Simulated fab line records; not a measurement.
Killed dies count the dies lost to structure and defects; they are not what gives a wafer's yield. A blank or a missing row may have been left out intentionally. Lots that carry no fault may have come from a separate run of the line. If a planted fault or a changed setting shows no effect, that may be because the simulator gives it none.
Which tool did it? -- flow nand-harc -- 6 lots, 18 wafers sampled, at 4 steps of a route of 1302

## WHAT THE GAUGES READ, wafer by wafer
NHARC_END_SORT_01.
lot,measured,on,killed-at-array
L354,day 25 10:07,prober-02,77 138 65

## WHICH TOOL RAN EACH LOT (tool, then ch and the chambers of the sampled wafers, then the start)
lot,NHARC_A_STAIRCASE_ALD_420,NHARC_A_BONDPAD_CMP_19,NHARC_THIN_TSV_DEGAS_49
L348,"ald-hk-03 ch 1,2, day 16 23:19","cmp-01 ch 1,2, day 22 23:02","pvd-sputter-02, day 23 14:34"
L354,"ald-hk-02 ch 2,3, day 18 16:59","cmp-04 ch 0,1,2, day 24 07:52","pvd-sputter-02, day 24 20:15"
L355,"ald-hk-03 ch 0,2,3, day 19 14:29","cmp-01 ch 0,1,3, day 25 16:40","pvd-sputter-02, day 26 08:21"
L364,"ald-hk-02 ch 0,3, day 22 20:48","cmp-01 ch 0,2,3, day 28 16:16","pvd-sputter-03, day 31 18:55"
L366,"ald-hk-04 ch 0,1,2, day 23 21:08","cmp-01 ch 0,2,3, day 29 10:48","pvd-sputter-03, day 31 21:23"
L369,"ald-hk-02 ch 1,2,3, day 25 00:47","cmp-04 ch 1,2,3, day 30 15:51","pvd-sputter-03, day 31 23:47"
- NHARC_A_STAIRCASE_ALD_420: deposits SiO2, target thk 20 nm, pulse time 6 s, ald cycles 200.
- NHARC_A_BONDPAD_CMP_19: polishes, t overpolish 30 s, cu recess touch 16 s, target thk 169.82 nm.
- NHARC_THIN_TSV_DEGAS_49: time 120 s.

## THE ANSWER, worked out from the rows above alone
Rule: the usual values come from the lots themselves. Put in order of their means at a reading, lots are off if they are a third of the lots or fewer, leave a main group of 4 or more, and stand apart from it by a gap of 3 or more times the standard deviation of the main group's means; of several such gaps the widest counts. A main group is skipped when, at the precision printed for the reading in the tables above, its means are all equal. A lot without any number at a reading at which 4 lots or more have one is off too. The other lots that the step has rows for count as sound.
No lot is off on any of the readings shown, so nothing can be concluded from this.

## WHAT THE SIMULATOR PUT IN
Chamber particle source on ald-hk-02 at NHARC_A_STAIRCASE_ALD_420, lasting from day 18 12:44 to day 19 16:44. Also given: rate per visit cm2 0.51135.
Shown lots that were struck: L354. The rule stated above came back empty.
